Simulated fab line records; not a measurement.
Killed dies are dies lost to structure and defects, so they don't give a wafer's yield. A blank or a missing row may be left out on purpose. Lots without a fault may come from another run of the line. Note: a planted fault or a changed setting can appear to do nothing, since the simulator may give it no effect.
Which tool did it?	flow n5Finfet	9 lots with 24 wafers sampled at 6 steps, on a route of 1938 steps

WHAT THE GAUGES SHOWED, per wafer
N5_STI_FIN_REVEAL_FIN_H_MEAS_10. Usual: 51.9 nm for trenchDepthNm, sd 0.77.
lot	measured	on	trenchDepthNm (nm)	flag
L311	day 2 13:53	ocd-01	51.9 51.6 50.9	
L312	day 2 20:38	ocd-01	52.5 50.8 51.0	
L314	day 3 08:56	ocd-02	53.1 51.7 52.3	
L323	day 5 13:44	ocd-01	66.4 51.0 65.9	OFF
L324	day 5 18:39	ocd-01	65.7 52.2	OFF
L329	day 8 01:33	ocd-01	52.3 53.1 51.8	
L332	day 8 03:15	ocd-02	51.5 50.8 51.5	
L333	day 8 05:07	ocd-01	53.2 52.7	
L334	day 8 10:14	ocd-02	52.4 51.8	

N5_DUMMY_GATE_THK_MEAS_05. Usual: 72.1 nm for thkNm, sd 1.1.
lot	measured	on	thkNm (nm)	flag
L311	day 2 18:14	filmMetro-01	71.8 70.8 71.1	
L312	day 3 00:54	filmMetro-01	74.7 74.7 75.6	
L314	day 3 13:26	filmMetro-01	70.5 70.7 70.4	
L323	day 5 18:01	filmMetro-02	72.8 71.8 72.2	
L324	day 5 22:55	filmMetro-01	72.5 72.2	
L329	day 8 10:02	filmMetro-01	71.2 71.3 71.9	
L332	day 8 10:04	filmMetro-01	70.7 73.0 72.2	
L333	day 8 13:40	filmMetro-02	71.2 73.9	
L334	day 8 17:22	filmMetro-01	72.2 72.3	

N5_BEOL_M4_RC_MEAS_101. Usual: DIBL_N 37.2 mV/V, standard deviation 2.1; DIBL_P 37.3 mV/V, standard deviation 2.3; IOFF_N 0.18 nA/um, standard deviation 0.041; IOFF_P 0.24 nA/um, standard deviation 0.042; ION_N 680 uA/um, standard deviation 13; ION_P 466 uA/um, standard deviation 7.7; SS_N 71.8 mV/dec, standard deviation 0.68; SS_P 73.5 mV/dec, standard deviation 0.66; VT_N 249 mV, standard deviation 3.6; VT_P -248 mV, standard deviation 3.4.
lot	measured	on	DIBL_N (mV/V)	DIBL_P (mV/V)	IOFF_N (nA/um)	IOFF_P (nA/um)	ION_N (uA/um)	ION_P (uA/um)	SS_N (mV/dec)	SS_P (mV/dec)	VT_N (mV)	VT_P (mV)	flag
L311	day 8 08:06	prober-02	36.9 36.9 37.2	36.3 36.9 37.8	0.16 0.16 0.18	0.22 0.22 0.23	673 670 678	467 467 466	71.0 71.6 71.7	72.9 73.0 73.3	248 247 249	-250 -248 -248	
L312	day 8 17:01	prober-01	34.4 33.4 35.9	34.0 33.2 36.3	0.15 0.13 0.18	0.20 0.17 0.23	677 665 684	472 455 463	70.9 70.7 71.7	73.2 73.0 73.2	249 250 245	-249 -254 -247	
L314	day 9 01:14	prober-01	39.2 38.1 39.9	39.5 37.7 41.7	0.23 0.19 0.27	0.27 0.23 0.32	705 689 712	473 468 482	71.8 72.9 72.1	74.0 73.8 74.1	243 248 242	-247 -252 -243	
L323	day 11 22:16	prober-01	42.6 39.3 40.7	43.0 38.8 41.2	0.30 0.20 0.24	0.35 0.26 0.31	715 678 700	480 464 470	72.6 72.6 72.9	74.8 73.9 74.8	241 249 244	-246 -251 -248	
L324	day 11 15:17	prober-02	36.7 36.2	37.1 35.6	0.18 0.15	0.24 0.21	676 671	463 463	72.5 72.3	73.6 73.4	247 251	-246 -248	
L329	day 14 04:46	prober-01	36.4 36.9 35.1	38.7 39.7 37.1	0.18 0.18 0.15	0.25 0.26 0.23	686 690 674	472 480 469	72.6 72.1 72.0	73.6 73.6 73.0	246 247 250	-246 -245 -249	
L332	day 14 21:18	prober-02	35.5 36.6 38.1	36.1 37.3 39.4	0.15 0.17 0.23	0.19 0.22 0.26	678 667 704	459 457 473	71.7 71.9 72.0	73.9 74.1 74.4	251 248 242	-252 -249 -248	
L333	day 14 20:22	prober-01	33.0 34.9	34.6 36.7	0.12 0.14	0.19 0.23	675 666	472 466	70.5 71.6	72.3 72.7	250 252	-252 -248	
L334	day 15 00:02	prober-02	37.5 38.1	36.9 37.8	0.18 0.20	0.25 0.27	675 677	466 463	72.0 72.2	73.6 74.2	251 248	-249 -245	

TOOL THAT RAN EACH LOT (tool first, then ch and the chambers of the sampled wafers, then the start)
lot	N5_FIN_CUT_STRIP_22	N5_STI_FIN_REVEAL_ETCHBACK_08	N5_STI_FIN_REVEAL_RECESS_09
L311	rieDiel-03 ch 1,2,3, day 2 04:23	rieDiel-06 ch 0,2, day 2 10:47	vaporEtch-02 ch 0,1, day 2 11:02
L312	rieDiel-02 ch 1,2,3, day 2 10:49	rieDiel-06 ch 0,1,3, day 2 17:41	vaporEtch-01 ch 0,1, day 2 17:56
L314	rieDiel-03 ch 2,3, day 2 22:05	rieDiel-04 ch 1,2, day 3 05:53	vaporEtch-01 ch 0,1, day 3 06:08
L323	rieDiel-02 ch 0,1, day 5 03:44	rieDiel-06 ch 0,1,3, day 5 10:31	vaporEtch-02 ch 0,1, day 5 11:34
L324	rieDiel-01 ch 0, day 5 09:22	rieDiel-05 ch 1,3, day 5 15:42	vaporEtch-02 ch 0,1, day 5 16:29
L329	rieDiel-02 ch 0,1,2, day 6 16:52	rieDiel-04 ch 0,1,3, day 7 22:17	vaporEtch-01 ch 0,1, day 7 23:07
L332	rieDiel-01 ch 0,1,3, day 7 09:25	rieDiel-06 ch 0,2,3, day 7 23:54	vaporEtch-02 ch 0,1, day 8 00:29
L333	rieDiel-03 ch 1,2, day 7 15:58	rieDiel-06 ch 0,2, day 8 02:08	vaporEtch-02 ch 0,1, day 8 02:23
L334	rieDiel-03 ch 0,3, day 8 00:38	rieDiel-05 ch 0,1, day 8 07:17	vaporEtch-02 ch 1, day 8 07:32
- N5_FIN_CUT_STRIP_22: strips in N2/H2.
- N5_STI_FIN_REVEAL_ETCHBACK_08: etches SiO2 in C4F6/O2, target depth 30.5 nm, time 10.167 s.
- N5_STI_FIN_REVEAL_RECESS_09: chemistry HF/NH3, target SiO2, afs cycles 11, target depth 42.5 nm, sublimation time 60 s.

AS READ BY THE TOOLS THEMSELVES (means over the sampled wafers that have a number; for cases with no such wafer, the mark the record gives instead)
N5_FIN_CUT_STRIP_22. Usual: drypumpMotorCurrentA 5.9 A, standard deviation 0.54; oesProductAu 0.79 a.u., standard deviation 0.096; rfVppV 54.5 V, standard deviation 2.3; showerheadPlenumPTorr 3.36 Torr, standard deviation 0.097; tempC 40.01 C, standard deviation 0.13; throttleValvePct 18.81 %, standard deviation 0.27.
lot	tool	drypumpMotorCurrentA (A)	oesProductAu (a.u.)	rfVppV (V)	showerheadPlenumPTorr (Torr)	tempC (C)	throttleValvePct (%)	flag
L311	rieDiel-03	6.2	0.74	55.9	3.45	40.05	18.92	
L312	rieDiel-02	6.0	0.73	54.3	3.26	40.04	19.13	
L314	rieDiel-03	6.3	0.71	56.0	3.43	40.04	18.73	
L323	rieDiel-02	5.3	0.71	54.4	3.24	40.04	19.00	
L324	rieDiel-01	6.5	0.86	55.4	3.40	39.89	18.73	
L329	rieDiel-02	5.8	0.79	56.7	3.26	39.96	18.91	
L332	rieDiel-01	5.9	0.80	54.3	3.41	40.11	18.61	
L333	rieDiel-03	5.9	0.76	53.8	3.42	40.00	19.12	
L334	rieDiel-03	5.8	0.85	55.7	3.40	40.12	18.59	

N5_STI_FIN_REVEAL_ETCHBACK_08. Usual: drypumpMotorCurrentA 5.6 A, standard deviation 0.47; oesProductAu 0.77 a.u., standard deviation 0.073; rfFwdPowerW 340.9 W, standard deviation 1.6; rfVppV 672 V, standard deviation 17; showerheadPlenumPTorr 2.86 Torr, standard deviation 0.11; throttleValvePct 21.18 %, standard deviation 0.27.
lot	tool	drypumpMotorCurrentA (A)	oesProductAu (a.u.)	rfFwdPowerW (W)	rfVppV (V)	showerheadPlenumPTorr (Torr)	throttleValvePct (%)	flag
L311	rieDiel-06	5.5	0.70	338.5	649	2.74	21.29	
L312	rieDiel-06	5.9	0.78	339.5	659	2.82	21.32	
L314	rieDiel-04	5.8	0.84	342.1	684	2.92	21.11	
L323	rieDiel-06	5.9	0.86	340.6	665	2.93	21.21	
L324	rieDiel-05	5.4	0.70	341.4	681	2.93	21.47	
L329	rieDiel-04	5.5	0.79	341.3	683	2.85	21.06	
L332	rieDiel-06	5.6	0.80	340.5	660	2.93	21.07	
L333	rieDiel-06	5.3	0.80	340.2	662	2.91	20.98	
L334	rieDiel-05	5.8	0.71	343.0	674	2.84	21.39	

N5_STI_FIN_REVEAL_RECESS_09. Usual: drypumpMotorCurrentA 5.07 A, standard deviation 0.29; tempC 29.99 C, standard deviation 0.1.
lot	tool	drypumpMotorCurrentA (A)	tempC (C)	flag
L311	vaporEtch-02	5.06	29.96	
L312	vaporEtch-01	4.91	30.06	
L314	vaporEtch-01	5.00	30.02	
L323	vaporEtch-02	5.06	30.01	
L324	vaporEtch-02	5.18	29.93	
L329	vaporEtch-01	5.00	29.92	
L332	vaporEtch-02	5.31	30.03	
L333	vaporEtch-02	5.18	29.98	
L334	vaporEtch-02	5.50	30.07	

THE ANSWER, worked out from the rows above alone
Rule: a lot is off if the mean of its wafers that have a number lies more than 3 standard deviations from the usual mean. Also off: a lot with no number at a reading for which 4 or more lots have one. Where the step has rows for the other lots, those lots are counted as sound. After the gauges, taken in route order, come the tools' own readings; for these a lot's mean is taken, as printed above. At the first step where some lot is off, the reading lying furthest off is the one used; lots without a number count as furthest.
Off at N5_STI_FIN_REVEAL_FIN_H_MEAS_10 (trenchDepthNm): L323, L324.
A tool fits if, at a process step before that reading, it ran every lot that is off, and no sound lot after the first of them. Those tools and the gauges at N5_STI_FIN_REVEAL_FIN_H_MEAS_10 are tried in the same way. None of those tried fits.

WHAT THE SIMULATOR HAD PUT IN
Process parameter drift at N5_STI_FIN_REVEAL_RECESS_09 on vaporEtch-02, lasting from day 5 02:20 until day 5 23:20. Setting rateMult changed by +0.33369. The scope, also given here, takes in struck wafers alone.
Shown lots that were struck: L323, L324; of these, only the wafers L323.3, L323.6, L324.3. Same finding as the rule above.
